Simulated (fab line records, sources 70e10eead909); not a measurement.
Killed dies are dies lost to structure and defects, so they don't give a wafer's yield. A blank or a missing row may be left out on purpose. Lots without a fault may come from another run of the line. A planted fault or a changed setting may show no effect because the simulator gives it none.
A struck lot beside a sound one | flow nand_harc | 21 steps out of a route of 1159
Sound: wafers L807.2, L807.4, L807.5. Struck: wafer L813.6. (L813.5 of the same lot was not struck and is left out.) The cause comes at the end.
At each step with rows: each side's tool, then ch and its chambers, then its first start. Under that, the readings that differ: sound wafers | struck wafers | difference of the means | sigmas: that difference in standard deviations of wafers without a fault.
alike: readings whose means differ by less than 2 such deviations, and words and numbers that are the same on both sides. not compared: withheld readings, readings that some wafer has no value for, bounds like >300 that may hide the same value, and numbers for which the record gives no deviation and whose values overlap.
The two part at a step that has a row with sigmas, a row that says differs or no value, or rows on one side only. Numbers that don't overlap but have no deviation are shown without sigmas and don't part them. A reading that every wafer of one side lacks parts them only if that side has two wafers or more.

NHARC_P_CONTACT_CMP_24: polishes, t overpolish 30 s, target thk 200 nm.
  sound on cmp-01 ch 1,3, day 6 11:59; struck on cmp-01 ch 3, day 7 14:33
  alike: motor_current_A, overpolish_run_s, time_to_endpoint_s
then, 1 step without rows for these wafers: NHARC_P_CONTACT_SRD_26.
NHARC_P_CONTACT_INSPECT_27:
  sound on defect_inspect-02, day 6 12:22; struck on defect_inspect-01, day 7 14:51
  alike: raw_defect_count
then, 8 steps without rows for these wafers: NHARC_P_M0_DEP_00 (deposits SiOC, target thk 150 nm); NHARC_P_M0_DEHYDRATE_01 (time 120 s); NHARC_P_M0_HMDS_02 (time 30 s); NHARC_P_M0_COAT_33 (time 65 s); NHARC_P_M0_COAT_03 (resist thk 90 nm); NHARC_P_M0_SOFTBAKE_04 (time 55 s); NHARC_P_M0_EBR_05; NHARC_P_M0_EXPOSE_06 (exposes mask P M0, target cd 90 nm).
NHARC_P_M0_PEB_07: peb time 65 s.
  sound on litho_track-04 ch 0, day 6 13:11; struck on litho_track-06 ch 0, day 7 15:44
  reading                  | sound             | struck | difference | sigmas
  heater_power_total_W (W) | 156.7 157.1 156.9 | 164.7  | +7.8       | +19
  alike: exhaust_pa
then, 1 step without rows for these wafers: NHARC_P_M0_DEVELOP_08 (develop time 35 s).
NHARC_P_M0_CD_MEAS_09: target cd 90 nm.
  sound on cd_sem-03 ch 0, day 6 13:16; struck on cd_sem-01 ch 0, day 7 15:50
  reading    | sound          | struck | difference | sigmas
  cd_nm (nm) | 89.4 89.1 90.9 | 87.8   | -2.0       | -3
NHARC_P_M0_OVL_MEAS_10: pitch 180 nm.
  sound on overlay-01, day 6 13:22; struck on overlay-01, day 7 15:55
  alike: overlay_x_nm, overlay_y_nm
NHARC_P_M0_INSPECT_11:
  sound on defect_inspect-01, day 6 13:23; struck on defect_inspect-01, day 7 15:57
  alike: raw_defect_count
NHARC_P_M0_DESCUM_14: chemistry O2, time 3 s.
  sound on rie_diel-03 ch 0,1,3, day 6 13:28; struck on rie_diel-03 ch 0, day 7 16:02
  reading                | sound                | struck | difference | sigmas
  throttle_valve_pct (%) | 11.306 11.311 11.316 | 11.295 | -0.016     | -2
  model.P_M0.cd_nm (nm)  | 89.6 89.42 92.35     | 87.84  | -2.62      |
  alike: drypump_motor_current_A, oes_product_au, rf_vpp_V, showerhead_plenum_p_Torr
  not compared: rf_hours_counter_h
NHARC_P_M0_ETCH_34: etches the open film in N2/H2, target depth 40 nm, overetch 12 nm, time 43.94 s.
  sound on rie_diel-03 ch 0,1, day 6 13:34; struck on rie_diel-03 ch 2, day 7 16:07
  reading                         | sound             | struck | difference | sigmas
  rf_vpp_V (V)                    | 426.0 428.5 426.6 | 433.5  | +6.5       | +2
  showerhead_plenum_p_Torr (Torr) | 1.93 1.93 1.90    | 2.14   | +0.22      | +2
  alike: drypump_motor_current_A, oes_product_au, throttle_valve_pct
  not compared: rf_hours_counter_h
NHARC_P_M0_ETCH_15: etches the open film in C4F8/Ar, target depth 150 nm, overetch 15 nm, time 82.5 s.
  sound on rie_diel-03 ch 0,3; struck on rie_diel-03 ch 0
  reading               | sound             | struck | difference | sigmas
  model.P_M0.cd_nm (nm) | 89.72 89.71 92.24 | 87.05  | -3.51      |
  alike: oes_product_au, rf_vpp_V
  not compared: rf_hours_counter_h
NHARC_P_M0_CD_MEAS_16:
  sound on cd_sem-01, day 6 13:48; struck on cd_sem-01, day 7 16:19
  reading    | sound          | struck | difference | sigmas
  cd_nm (nm) | 89.6 89.8 92.1 | 87.0   | -3.5       | -4
NHARC_END_SORT_01:
  the record has rows for the sound wafers here (prober-01 ch 0, day 20 01:22) and none for the struck ones

WHERE THEY PART
First at NHARC_P_M0_PEB_07; last, within this record, at NHARC_END_SORT_01.

WHY: what the simulator had put in
Process parameter drift: litho_track-06, from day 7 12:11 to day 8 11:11, at NHARC_P_M0_PEB_07. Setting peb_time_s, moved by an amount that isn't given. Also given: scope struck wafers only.
